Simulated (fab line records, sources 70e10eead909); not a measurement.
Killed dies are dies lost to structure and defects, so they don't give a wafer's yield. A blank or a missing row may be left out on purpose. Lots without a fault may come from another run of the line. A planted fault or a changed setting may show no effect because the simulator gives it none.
Chamber matching | flow nand_harc | NHARC_A_STAIRCASE_DEP_471 on pecvd-02: 3 sister chambers
The step deposits SiO2, target thk 100 nm. 20 wafers are shown with their chamber, then 10 later ones without.

WAFERS WITH THEIR CHAMBER
wafer  | chamber | heater_power_w (W) | throttle_valve_pct (%) | susceptor_temp_C (C)
L074.1 | 0       | 454                | 15.3                   | 400.21
L074.5 | 1       | 410                | 15.2                   | 400.07
L074.6 | 2       | 649                | 14.9                   | 399.93
L079.2 | 2       | 607                | 15.4                   | 399.79
L079.3 | 1       | 441                | 15.0                   | 399.99
L079.6 | 2       | 607                | 15.0                   | 399.87
L077.2 | 2       | 627                | 15.2                   | 400.15
L077.3 | 1       | 492                | 15.1                   | 400.66
L077.5 | 0       | 481                | 15.7                   | 400.39
L081.2 | 0       | 485                | 15.0                   | 400.13
L081.3 | 2       | 539                | 15.1                   | 399.64
L081.5 | 1       | 451                | 14.3                   | 399.94
L084.1 | 2       | 605                | 15.2                   | 400.33
L084.4 | 1       | 470                | 14.4                   | 400.11
L084.5 | 0       | 473                | 15.0                   | 400.26
L088.1 | 1       | 391                | 14.6                   | 400.15
L088.4 | 2       | 583                | 14.9                   | 400.18
L088.5 | 0       | 439                | 15.0                   | 400.25
L086.3 | 2       | 635                | 15.0                   | 399.94
L086.4 | 2       | 643                | 15.3                   | 400.23

SIGNATURES (means of the wafers above)
reading            | chamber 0 | chamber 1 | chamber 2 | scatter within a chamber
heater_power_w     | 466.40    | 442.50    | 610.56    | 32.4
throttle_valve_pct | 15.200    | 14.767    | 15.111    | 0.283
susceptor_temp_C   | 400.2480  | 400.1533  | 400.0067  | 0.215
Rule: a wafer's distance from a chamber is the root of the sum, over the readings, of the square of ((its reading less the chamber's mean) divided by the reading's scatter). The wafer belongs to the nearest chamber; if the next one is less than 2 further off, it can't be placed. The scatter: the root of (the sum of the squares of (reading less its chamber's mean) over the shown wafers, divided by (wafers less chambers)).

WAFERS WITHOUT THEIR CHAMBER
wafer  | heater_power_w (W) | throttle_valve_pct (%) | susceptor_temp_C (C)
L086.5 | 361                | 14.9                   | 399.57
L090.1 | 427                | 14.5                   | 400.10
L090.3 | 577                | 15.2                   | 400.08
L090.5 | 441                | 14.3                   | 400.34
L093.1 | 440                | 14.2                   | 399.88
L093.5 | 505                | 14.7                   | 399.91
L093.6 | 443                | 14.4                   | 399.79
L095.2 | 549                | 15.4                   | 400.36
L095.3 | 434                | 15.0                   | 399.74
L095.6 | 563                | 15.2                   | 400.43

WHICH CHAMBER EACH WENT THROUGH
wafer  | from the rows above          | in truth
L086.5 | can't be placed: 1 or 0      | 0
L090.1 | can't be placed: 1 or 0      | 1
L090.3 | 2                            | 2
L090.5 | can't be placed: 1 or 0      | 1
L093.1 | can't be placed: 1 or 0      | 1
L093.5 | can't be placed: 1 or 0 or 2 | 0
L093.6 | can't be placed: 1 or 0      | 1
L095.2 | can't be placed: 0 or 2 or 1 | 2
L095.3 | can't be placed: 1 or 0      | 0
L095.6 | can't be placed: 2 or 0 or 1 | 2
Placed correctly: 1 of 10. Can't be placed from these rows: 9 (the true chamber is among the candidates in 9). Placed wrongly: 0.
